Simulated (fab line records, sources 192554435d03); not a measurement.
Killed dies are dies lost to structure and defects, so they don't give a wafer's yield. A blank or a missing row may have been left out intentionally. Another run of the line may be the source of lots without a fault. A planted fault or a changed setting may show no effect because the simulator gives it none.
8D (eight disciplines) problem report, filled in by code	flow n5 finfet	the parts of the form that need people (team, actions taken, sign-off) are left out
Where a reading is given only as a bound, like >300, the bound stands for it, and a mean or a difference that rests on one is marked > or <: the true number lies beyond.

== 1. THE PROBLEM ==
Wafers without a fault read 314, standard deviation 82; raw defect count at N5_DUMMY_GATE_INSPECT_27 reads a mean of 733 on 6 wafers belonging to 2 lots. Relative to the usual mean, that is a shift of +5.1 standard deviations.
The step: inspects for defects (brightfield).
Seen first at day 7 01:29 on defect inspect-01, wafer L900.1. The record has a number at this step for 12 wafers belonging to 4 lots. By rule, "out" or "out of limits" means more than 4 standard deviations away from the usual mean. The rest of the wafers with a number are treated as sound.

== 2. WHAT IT IS, WHAT IT ISN'T ==
question	is	is not
which readings at this step	raw defect count	-
which lots	L900, L904	L886, L906
which wafers of those lots	all that have a number	-
read on which gauges	defect inspect-01	defect inspect-02
when	from day 7 01:29	up to then (3 sound wafers); but 3 sound wafers of L906 came after

== 3. THE SUSPECTS, EACH WITH WHAT RULES IT OUT ==
Counting: any tool at a process step up to the reading is kept as a suspect provided that every lot that is out went through it and no sound lot did after the first of them.
- ruled out: the gauge at N5_DUMMY_GATE_INSPECT_27. All the wafers that are out were read on defect inspect-01, but those of them that N5_PASSIVATION_PROBE_49 has rows for are out there too, on other tools.
- rie si-03 at N5_DUMMY_GATE_ETCH_44 (etches poly-Si in HBr/O2, stops on SiO2, target depth 127.5 nm): kept. All lots that are out passed through it, beginning with L900 at day 7 00:58, and no sound lot followed; its final sound lot before that point was L886 at day 3 11:10.
The count leaves rie si-03 at N5_DUMMY_GATE_ETCH_44.

== 4. THE CAUSE (what the simulator had put in) ==
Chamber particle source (rie si-03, N5_DUMMY_GATE_ETCH_44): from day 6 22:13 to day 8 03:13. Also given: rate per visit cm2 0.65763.
After counting, this tool was the only one left.

== 5. THE CHAIN OF EFFECTS, in route order ==
Rows list readings where the struck wafers' mean (over those with a number) sits beyond 3 standard deviations from the usual. Scope: only readings with a usual standard deviation given in the record; hours: median across lots of the time from each lot's start at the first step in this table that gives one to its start at this step; sigmas: change in usual standard deviations.
hours	step	reading	usual	on struck wafers	change	sigmas
0	N5_DUMMY_GATE_INSPECT_27	raw defect count	314	733	+419	+5.1
1	N5_SPACER0_INSPECT_04	raw defect count	139	565	+426	+13
1	N5_SD_EPI_N_INSPECT_11	raw defect count	2.1	>300	>+298	+99 or more
6	N5_SD_EPI_N_INSPECT_26	raw defect count	207	640	+433	+11
10	N5_SD_EPI_P_INSPECT_26	raw defect count	177	612	+435	+10
261	N5_PASSIVATION_PROBE_49	defect limited yield	91.5 %	83.0	-8.5	-5.7
261	N5_PASSIVATION_PROBE_49	killed at front end	38	134	+96	+9.7
261	N5_PASSIVATION_PROBE_49	killed dies	101	200	+100	+5.5
261	N5_PASSIVATION_PROBE_49	sort_bin_5_function	5.0 %	11.1	+6.1	+6.1
261	N5_PASSIVATION_PROBE_49	sort n pass	1079	980	-100	-5.5
261	N5_PASSIVATION_PROBE_49	sort yield pct	91.5 %	83.0	-8.5	-5.7
It contains these process steps:
- N5_PASSIVATION_PROBE_49
At these later measuring or inspecting steps, every struck wafer for which the step has a row has a number for every such reading, and none has moved that far: N5_BEOL_M4_RC_MEAS_101.

== 6. HOW IT WOULD HAVE BEEN CAUGHT EARLIER ==
Counted from the fault's start at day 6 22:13, it took 3 hours until the first out-of-limits reading at a measuring or inspecting step in this record, taken at day 7 01:29.
An alarm limit of 4 standard deviations would not have fired on the tool readings at N5_DUMMY_GATE_ETCH_44 for which the record gives a usual standard deviation, since none of them was out on any struck wafer.
Among the 2 lots that are out, L904 began N5_DUMMY_GATE_ETCH_44 on rie si-03 after day 7 01:29. Holding the tool at that time would have saved it.
